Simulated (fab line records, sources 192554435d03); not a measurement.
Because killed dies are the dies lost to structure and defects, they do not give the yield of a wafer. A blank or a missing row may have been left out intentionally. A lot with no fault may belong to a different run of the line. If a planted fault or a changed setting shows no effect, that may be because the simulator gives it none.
The tool behind it: which one? + flow n5 finfet + 24 lots with 72 wafers sampled at 6 steps, on a route of 1938 steps

WHAT EACH GAUGE READ, for each wafer
N5_ZERO_LAYER_INSPECT_20: inspects for defects (darkfield). Usual: raw defect count at 33, with a standard deviation of 13.
| lot  | measured    | on                | raw defect count | flag |
|------|-------------|-------------------|------------------|------|
| L074 | day 1 13:24 | defect inspect-01 | 31 46 22         |      |
| L075 | day 1 19:34 | defect inspect-01 | 41 19 28         |      |
| L076 | day 2 01:26 | defect inspect-01 | 36 31 77         |      |
| L077 | day 2 07:20 | defect inspect-02 | 25 20 20         |      |
| L078 | day 2 13:40 | defect inspect-02 | 25 36 52         |      |
| L079 | day 2 19:29 | defect inspect-01 | 23 24 27         |      |
| L080 | day 3 01:23 | defect inspect-02 | 44 32 29         |      |
| L081 | day 3 07:17 | defect inspect-02 | 33 18 28         |      |
| L082 | day 3 13:24 | defect inspect-01 | 51 19 21         |      |
| L083 | day 3 19:38 | defect inspect-02 | 33 47 15         |      |
| L084 | day 4 01:49 | defect inspect-01 | 65 36 41         |      |
| L085 | day 4 07:56 | defect inspect-01 | 40 37 43         |      |
| L086 | day 4 13:21 | defect inspect-02 | 30 23 35         |      |
| L087 | day 4 19:16 | defect inspect-02 | 29 38 21         |      |
| L088 | day 5 01:25 | defect inspect-02 | 17 42 26         |      |
| L089 | day 5 07:55 | defect inspect-01 | 22 34 22         |      |
| L090 | day 5 13:23 | defect inspect-01 | 13 16 53         |      |
| L091 | day 5 19:24 | defect inspect-02 | 32 30 19         |      |
| L092 | day 6 01:22 | defect inspect-01 | 20 20 16         |      |
| L093 | day 6 07:25 | defect inspect-01 | 18 29 36         |      |
| L094 | day 6 13:28 | defect inspect-01 | 20 38 41         |      |
| L095 | day 6 19:23 | defect inspect-01 | 58 42 34         |      |
| L096 | day 7 01:19 | defect inspect-02 | 28 34 24         |      |
| L097 | day 7 07:23 | defect inspect-02 | 37 55 41         |      |

N5_PMOS_HMC_CHANNEL_EPI_INSPECT_11: inspects for defects (macro). Usual: raw defect count at 2.1, with a standard deviation of 1.5.
| lot  | measured    | on                | raw defect count | flag |
|------|-------------|-------------------|------------------|------|
| L074 | day 1 17:22 | defect inspect-01 | 2 6 1            |      |
| L075 | day 1 23:40 | defect inspect-01 | 2 2 4            |      |
| L076 | day 2 05:28 | defect inspect-02 | 2 4 0            |      |
| L077 | day 2 11:17 | defect inspect-02 | 5 2 3            |      |
| L078 | day 2 17:48 | defect inspect-02 | 2 6 2            |      |
| L079 | day 2 23:52 | defect inspect-02 | 1 3 5            |      |
| L080 | day 3 05:19 | defect inspect-01 | 0 0 2            |      |
| L081 | day 3 11:29 | defect inspect-02 | 4 2 2            |      |
| L082 | day 3 17:39 | defect inspect-01 | 0 4 1            |      |
| L083 | day 4 00:00 | defect inspect-02 | 0 2 3            |      |
| L084 | day 4 06:31 | defect inspect-01 | 3 4 2            |      |
| L085 | day 4 11:41 | defect inspect-02 | 1 4 2            |      |
| L086 | day 4 17:29 | defect inspect-01 | 1 5 1            |      |
| L087 | day 4 23:47 | defect inspect-01 | 6 3 2            |      |
| L088 | day 5 06:22 | defect inspect-01 | 4 4 1            |      |
| L089 | day 5 12:05 | defect inspect-02 | 1 2 0            |      |
| L090 | day 5 17:19 | defect inspect-01 | 5 0 1            |      |
| L091 | day 5 23:46 | defect inspect-02 | 2 3 3            |      |
| L092 | day 6 05:06 | defect inspect-01 | 2 2 1            |      |
| L093 | day 6 12:01 | defect inspect-01 | 5 1 1            |      |
| L094 | day 6 17:19 | defect inspect-01 | 3 2 0            |      |
| L095 | day 6 23:10 | defect inspect-02 | 1 6 3            |      |
| L096 | day 7 05:40 | defect inspect-02 | 2 1 1            |      |
| L097 | day 7 11:22 | defect inspect-01 | 1 2 3            |      |

N5_STI_FIN_REVEAL_THK_MEAS_05. Usual: thk nm at 131.5 nm, with a standard deviation of 1.3.
| lot  | measured    | on            | thk nm (nm)       | flag |
|------|-------------|---------------|-------------------|------|
| L074 | day 2 10:03 | film metro-02 | 132.3 131.5 133.2 |      |
| L075 | day 2 16:35 | film metro-01 | 130.4 129.3 130.3 |      |
| L076 | day 2 22:28 | film metro-02 | 128.7 131.7 130.4 |      |
| L077 | day 3 06:16 | film metro-02 | 132.4 131.2 131.6 |      |
| L078 | day 3 12:29 | film metro-02 | 131.9 131.7 133.6 |      |
| L079 | day 3 16:07 | film metro-01 | 129.5 131.1 129.8 |      |
| L080 | day 3 21:38 | film metro-01 | 132.7 133.2 134.3 |      |
| L081 | day 4 07:35 | film metro-02 | 132.1 131.6 131.7 |      |
| L082 | day 4 13:11 | film metro-01 | 132.0 129.9 130.8 |      |
| L083 | day 4 16:10 | film metro-02 | 132.5 133.5 132.2 |      |
| L084 | day 4 22:50 | film metro-02 | 131.3 131.8 131.4 |      |
| L085 | day 5 04:01 | film metro-01 | 132.5 132.8 133.1 |      |
| L086 | day 5 12:00 | film metro-01 | 133.6 131.9 132.3 |      |
| L087 | day 5 16:58 | film metro-01 | 133.0 133.5 132.0 |      |
| L088 | day 5 22:24 | film metro-02 | 130.9 132.0 131.7 |      |
| L089 | day 6 05:09 | film metro-02 | 128.2 131.0 129.1 |      |
| L090 | day 6 12:29 | film metro-01 | 131.5 131.6 131.7 |      |
| L091 | day 6 17:50 | film metro-02 | 129.8 128.9 130.0 |      |
| L092 | day 6 22:28 | film metro-02 | 131.9 131.3 131.8 |      |
| L093 | day 7 03:13 | film metro-02 | 132.1 131.4 132.0 |      |
| L094 | day 7 10:43 | film metro-02 | 130.5 129.7 131.4 |      |
| L095 | day 7 16:14 | film metro-02 | 130.3 132.8 129.8 |      |
| L096 | day 7 21:14 | film metro-02 | 129.5 130.0 130.4 |      |
| L097 | day 8 04:19 | film metro-02 | 132.4 131.4 133.2 |      |

EACH LOT AND THE TOOL THAT RAN IT (in order: tool; ch and the chambers of the sampled wafers; start)
| lot  | N5_PMOS_HMC_CHANNEL_EPI_EPI_26 | N5_FIN_SAQP_ETCH_51               | N5_FIN_CUT_STRIP_22               |
|------|--------------------------------|-----------------------------------|-----------------------------------|
| L074 | epi rpcvd-02 ch 0, day 1 20:34 | rie diel-03 ch 2,3, day 1 22:32   | rie diel-02 ch 0,2, day 2 04:22   |
| L075 | epi rpcvd-01 ch 0, day 2 02:37 | rie diel-03 ch 1,2, day 2 04:23   | rie diel-02 ch 0,1, day 2 10:23   |
| L076 | epi rpcvd-02 ch 0, day 2 08:17 | rie diel-03 ch 0,2, day 2 10:39   | rie diel-05 ch 0,2,3, day 2 16:10 |
| L077 | epi rpcvd-04 ch 0, day 2 14:43 | rie diel-03 ch 0,1,3, day 2 17:10 | rie diel-04 ch 0,1,3, day 2 22:32 |
| L078 | epi rpcvd-02 ch 0, day 2 20:39 | rie diel-01 ch 0,1, day 2 22:55   | rie diel-04 ch 0,1,3, day 3 06:32 |
| L079 | epi rpcvd-02 ch 0, day 3 02:16 | rie diel-06 ch 0,1,3, day 3 04:07 | rie diel-02 ch 0,2,3, day 3 10:32 |
| L080 | epi rpcvd-02 ch 0, day 3 07:43 | rie diel-06 ch 0,1,2, day 3 09:47 | rie diel-05 ch 0,1, day 3 15:42   |
| L081 | epi rpcvd-04 ch 0, day 3 13:56 | rie diel-01 ch 1,3, day 3 16:14   | rie diel-02 ch 1,2,3, day 4 01:50 |
| L082 | epi rpcvd-02 ch 0, day 3 20:32 | rie diel-03 ch 2,3, day 3 23:28   | rie diel-02 ch 1,3, day 4 07:32   |
| L083 | epi rpcvd-01 ch 0, day 4 02:25 | rie diel-03 ch 2,3, day 4 04:38   | rie diel-02 ch 0,2,3, day 4 10:31 |
| L084 | epi rpcvd-02 ch 0, day 4 09:48 | rie diel-03 ch 1,3, day 4 11:28   | rie diel-05 ch 1,2,3, day 4 17:15 |
| L085 | epi rpcvd-01 ch 0, day 4 14:43 | rie diel-06 ch 1,2, day 4 16:47   | rie diel-04 ch 0,1, day 4 22:24   |
| L086 | epi rpcvd-02 ch 0, day 4 20:18 | rie diel-01 ch 2,3, day 4 22:55   | rie diel-04 ch 0,3, day 5 06:20   |
| L087 | epi rpcvd-01 ch 0, day 5 02:19 | rie diel-06 ch 0,2, day 5 05:01   | rie diel-05 ch 1,3, day 5 11:22   |
| L088 | epi rpcvd-02 ch 0, day 5 09:19 | rie diel-01 ch 0,2, day 5 11:13   | rie diel-05 ch 0,3, day 5 16:50   |
| L089 | epi rpcvd-01 ch 0, day 5 14:29 | rie diel-06 ch 1,2,3, day 5 16:32 | rie diel-02 ch 0,1,2, day 5 23:02 |
| L090 | epi rpcvd-02 ch 0, day 5 21:09 | rie diel-06 ch 0,1, day 5 23:29   | rie diel-02 ch 0,1, day 6 06:53   |
| L091 | epi rpcvd-04 ch 0, day 6 02:11 | rie diel-06 ch 1,2,3, day 6 05:22 | rie diel-04 ch 0,1,3, day 6 11:16 |
| L092 | epi rpcvd-04 ch 0, day 6 07:35 | rie diel-03 ch 1,2,3, day 6 09:19 | rie diel-05 ch 0,2,3, day 6 16:52 |
| L093 | epi rpcvd-02 ch 0, day 6 14:28 | rie diel-01 ch 0,2,3, day 6 16:16 | rie diel-04 ch 0,1,2, day 6 21:38 |
| L094 | epi rpcvd-01 ch 0, day 6 19:51 | rie diel-03 ch 0,1,2, day 6 21:38 | rie diel-02 ch 0,2,3, day 7 03:40 |
| L095 | epi rpcvd-01 ch 0, day 7 01:45 | rie diel-01 ch 0,2,3, day 7 04:26 | rie diel-04 ch 0,2,3, day 7 10:27 |
| L096 | epi rpcvd-02 ch 0, day 7 08:10 | rie diel-01 ch 0,1,2, day 7 10:07 | rie diel-04 ch 0,1,3, day 7 15:35 |
| L097 | epi rpcvd-02 ch 0, day 7 13:47 | rie diel-03 ch 0,1, day 7 15:45   | rie diel-02 ch 0,2,3, day 7 22:38 |
- N5_PMOS_HMC_CHANNEL_EPI_EPI_26: deposits Si from SiH4/H2, target thk 3.8 nm, time 22.7 s.
- N5_FIN_SAQP_ETCH_51: etches SiARC in CF4, target depth 45.5 nm, time 75.8 s.
- N5_FIN_CUT_STRIP_22: strips in N2/H2.

AS READ BY THE TOOLS THEMSELVES (means over the sampled wafers that have a number; for cases with no such wafer, the mark the record gives instead)
N5_PMOS_HMC_CHANNEL_EPI_EPI_26. Usual: chamber pressure Torr 19.99 Torr, standard deviation 0.043; susceptor_temp_C_max 651.6, standard deviation 0.47; throttle valve pct 11.2 %, standard deviation 0.33.
| lot  | tool         | chamber pressure Torr (Torr) | susceptor_temp_C_max | throttle valve pct (%) | flag |
|------|--------------|------------------------------|----------------------|------------------------|------|
| L074 | epi rpcvd-02 | 19.99                        | 651.8                | 11.1                   |      |
| L075 | epi rpcvd-01 | 20.04                        | 650.7                | 10.7                   |      |
| L076 | epi rpcvd-02 | 19.98                        | 651.4                | 11.2                   |      |
| L077 | epi rpcvd-04 | 20.02                        | 652.1                | 11.7                   |      |
| L078 | epi rpcvd-02 | 20.02                        | 651.2                | 11.1                   |      |
| L079 | epi rpcvd-02 | 19.97                        | 652.2                | 11.1                   |      |
| L080 | epi rpcvd-02 | 20.04                        | 651.5                | 11.3                   |      |
| L081 | epi rpcvd-04 | 19.97                        | 652.4                | 11.8                   |      |
| L082 | epi rpcvd-02 | 19.95                        | 652.1                | 11.1                   |      |
| L083 | epi rpcvd-01 | 20.00                        | 651.3                | 10.7                   |      |
| L084 | epi rpcvd-02 | 20.02                        | 651.6                | 11.2                   |      |
| L085 | epi rpcvd-01 | 19.94                        | 651.1                | 10.8                   |      |
| L086 | epi rpcvd-02 | 19.94                        | 652.0                | 11.2                   |      |
| L087 | epi rpcvd-01 | 19.92                        | 651.0                | 10.7                   |      |
| L088 | epi rpcvd-02 | 19.96                        | 651.3                | 11.0                   |      |
| L089 | epi rpcvd-01 | 20.00                        | 651.4                | 10.8                   |      |
| L090 | epi rpcvd-02 | 20.01                        | 651.5                | 11.2                   |      |
| L091 | epi rpcvd-04 | 20.06                        | 651.4                | 11.6                   |      |
| L092 | epi rpcvd-04 | 19.97                        | 652.1                | 11.6                   |      |
| L093 | epi rpcvd-02 | 20.03                        | 652.2                | 11.2                   |      |
| L094 | epi rpcvd-01 | 20.01                        | 651.4                | 10.7                   |      |
| L095 | epi rpcvd-01 | 19.98                        | 651.1                | 10.7                   |      |
| L096 | epi rpcvd-02 | 19.98                        | 651.4                | 11.3                   |      |
| L097 | epi rpcvd-02 | 20.02                        | 651.6                | 11.2                   |      |

N5_FIN_SAQP_ETCH_51. Usual: drypump motor current A is 5.7 A with standard deviation 0.42, etch rf on time s is 75.3 s with standard deviation 1.7, oes product au is 0.67 a.u. with standard deviation 0.085, rf fwd power W is 538.7 W with standard deviation 2.6, rf vpp V is 184.4 V with standard deviation 1.1, showerhead plenum p Torr is 2.17 Torr with standard deviation 0.054, and throttle valve pct is 15.70 % with standard deviation 0.26.
| lot  | tool        | drypump motor current A (A) | etch rf on time s (s) | oes product au (a.u.) | rf fwd power W (W) | rf vpp V (V) | showerhead plenum p Torr (Torr) | throttle valve pct (%) | flag |
|------|-------------|-----------------------------|-----------------------|-----------------------|--------------------|--------------|---------------------------------|------------------------|------|
| L074 | rie diel-03 | 5.6                         | 74.7                  | 0.63                  | 536.6              | 184.1        | 2.14                            | 15.67                  |      |
| L075 | rie diel-03 | 5.5                         | 75.7                  | 0.59                  | 541.7              | 184.2        | 2.16                            | 15.93                  |      |
| L076 | rie diel-03 | 5.5                         | 76.7                  | 0.60                  | 541.5              | 184.7        | 2.20                            | 15.98                  |      |
| L077 | rie diel-03 | 5.9                         | 74.4                  | 0.61                  | 537.5              | 184.1        | 2.14                            | 15.85                  |      |
| L078 | rie diel-01 | 6.6                         | 76.0                  | 0.67                  | 540.4              | 185.2        | 2.20                            | 15.59                  |      |
| L079 | rie diel-06 | 5.6                         | 75.4                  | 0.66                  | 539.7              | 183.6        | 2.14                            | 15.74                  |      |
| L080 | rie diel-06 | 5.6                         | 77.7                  | 0.63                  | 539.9              | 183.6        | 2.16                            | 15.71                  |      |
| L081 | rie diel-01 | 5.8                         | 74.3                  | 0.69                  | 537.5              | 184.5        | 2.15                            | 15.52                  |      |
| L082 | rie diel-03 | 5.6                         | 74.7                  | 0.61                  | 538.7              | 184.0        | 2.14                            | 15.72                  |      |
| L083 | rie diel-03 | 5.6                         | 74.3                  | 0.61                  | 537.2              | 183.5        | 2.14                            | 15.73                  |      |
| L084 | rie diel-03 | 5.9                         | 75.4                  | 0.77                  | 537.5              | 182.8        | 2.11                            | 15.51                  |      |
| L085 | rie diel-06 | 5.9                         | 74.9                  | 0.76                  | 537.6              | 185.2        | 2.26                            | 15.45                  |      |
| L086 | rie diel-01 | 5.4                         | 74.7                  | 0.62                  | 538.0              | 184.5        | 2.13                            | 15.75                  |      |
| L087 | rie diel-06 | 5.4                         | 76.3                  | 0.63                  | 539.6              | 184.5        | 2.22                            | 15.78                  |      |
| L088 | rie diel-01 | 6.2                         | 75.8                  | 0.60                  | 539.0              | 183.9        | 2.17                            | 15.85                  |      |
| L089 | rie diel-06 | 5.8                         | 73.9                  | 0.70                  | 538.3              | 184.7        | 2.21                            | 15.71                  |      |
| L090 | rie diel-06 | 5.7                         | 75.3                  | 0.77                  | 539.1              | 186.3        | 2.27                            | 15.39                  |      |
| L091 | rie diel-06 | 5.8                         | 73.8                  | 0.69                  | 538.7              | 185.6        | 2.21                            | 15.70                  |      |
| L092 | rie diel-03 | 5.7                         | 75.2                  | 0.73                  | 538.0              | 184.2        | 2.13                            | 15.53                  |      |
| L093 | rie diel-01 | 5.8                         | 75.2                  | 0.61                  | 537.4              | 183.8        | 2.15                            | 15.82                  |      |
| L094 | rie diel-03 | 5.8                         | 75.8                  | 0.80                  | 538.5              | 184.8        | 2.16                            | 15.52                  |      |
| L095 | rie diel-01 | 5.8                         | 75.2                  | 0.60                  | 538.2              | 184.0        | 2.14                            | 15.82                  |      |
| L096 | rie diel-01 | 6.1                         | 75.0                  | 0.65                  | 538.2              | 184.5        | 2.16                            | 15.65                  |      |
| L097 | rie diel-03 | 5.9                         | 75.3                  | 0.79                  | 540.9              | 185.1        | 2.16                            | 15.58                  |      |

N5_FIN_CUT_STRIP_22. Usual: drypump motor current A 5.9 A, standard deviation 0.56; h2 flow sccm 300.0 sccm, standard deviation 0.88; oes product au 0.76 a.u., standard deviation 0.088; rf vpp V 54.2 V, standard deviation 2.2; showerhead plenum p Torr 3.35 Torr, standard deviation 0.11; throttle valve pct 19.1 %, standard deviation 0.45.
| lot  | tool        | drypump motor current A (A) | h2 flow sccm (sccm) | oes product au (a.u.) | rf vpp V (V) | showerhead plenum p Torr (Torr) | throttle valve pct (%) | flag |
|------|-------------|-----------------------------|---------------------|-----------------------|--------------|---------------------------------|------------------------|------|
| L074 | rie diel-02 | 6.2                         | 300.0               | 0.85                  | 52.2         | 3.34                            | 19.1                   |      |
| L075 | rie diel-02 | 5.4                         | 299.5               | 0.72                  | 54.5         | 3.23                            | 19.3                   |      |
| L076 | rie diel-05 | 6.1                         | 300.1               | 0.75                  | 53.1         | 3.36                            | 19.2                   |      |
| L077 | rie diel-04 | 5.4                         | 299.8               | 0.70                  | 54.7         | 3.37                            | 19.1                   |      |
| L078 | rie diel-04 | 5.4                         | 299.9               | 0.70                  | 54.0         | 3.37                            | 19.1                   |      |
| L079 | rie diel-02 | 6.1                         | 299.6               | 0.81                  | 52.2         | 3.33                            | 19.0                   |      |
| L080 | rie diel-05 | 5.5                         | 299.8               | 0.75                  | 55.7         | 3.40                            | 19.2                   |      |
| L081 | rie diel-02 | 6.5                         | 299.8               | 0.80                  | 54.7         | 3.37                            | 19.2                   |      |
| L082 | rie diel-02 | 6.3                         | 300.1               | 0.74                  | 55.3         | 3.34                            | 19.5                   |      |
| L083 | rie diel-02 | 6.1                         | 300.0               | 0.80                  | 54.4         | 3.32                            | 19.0                   |      |
| L084 | rie diel-05 | 6.2                         | 299.4               | 0.87                  | 55.4         | 3.27                            | 18.8                   |      |
| L085 | rie diel-04 | 5.4                         | 299.8               | 0.69                  | 55.5         | 3.46                            | 19.6                   |      |
| L086 | rie diel-04 | 5.4                         | 300.3               | 0.68                  | 55.6         | 3.35                            | 19.2                   |      |
| L087 | rie diel-05 | 5.9                         | 298.9               | 0.80                  | 53.6         | 3.25                            | 18.9                   |      |
| L088 | rie diel-05 | 6.1                         | 300.7               | 0.79                  | 56.5         | 3.33                            | 19.2                   |      |
| L089 | rie diel-02 | 6.0                         | 300.1               | 0.75                  | 53.7         | 3.30                            | 19.4                   |      |
| L090 | rie diel-02 | 5.8                         | 300.1               | 0.70                  | 55.9         | 3.26                            | 19.6                   |      |
| L091 | rie diel-04 | 5.4                         | 299.9               | 0.68                  | 54.1         | 3.35                            | 19.2                   |      |
| L092 | rie diel-05 | 6.1                         | 300.3               | 0.82                  | 55.5         | 3.34                            | 19.1                   |      |
| L093 | rie diel-04 | 5.5                         | 299.9               | 0.68                  | 54.1         | 3.45                            | 19.3                   |      |
| L094 | rie diel-02 | 6.1                         | 300.3               | 0.78                  | 55.3         | 3.31                            | 19.0                   |      |
| L095 | rie diel-04 | 5.5                         | 300.1               | 0.79                  | 53.3         | 3.48                            | 18.8                   |      |
| L096 | rie diel-04 | 5.4                         | 299.3               | 0.78                  | 54.2         | 3.49                            | 19.0                   |      |
| L097 | rie diel-02 | 6.1                         | 300.8               | 0.77                  | 54.4         | 3.31                            | 19.0                   |      |

THE ANSWER, worked out from the rows above alone
Rule: take the mean of a lot's wafers that have a number; if it is more than 3 standard deviations from the usual mean, the lot is off. A lot without any number at a reading at which 4 lots or more have one is off too. The other lots that the step has rows for count as sound. Order of review: gauges by route order, followed by the tools' own readings, for which a lot's mean as printed above is used. The first step at which some lot is off is used, and at that step the reading that is off furthest; a lot without a number counts as furthest.
Across all readings shown, no lot is off: no conclusion can be drawn from this.

WHAT THE SIMULATOR HAD INSERTED
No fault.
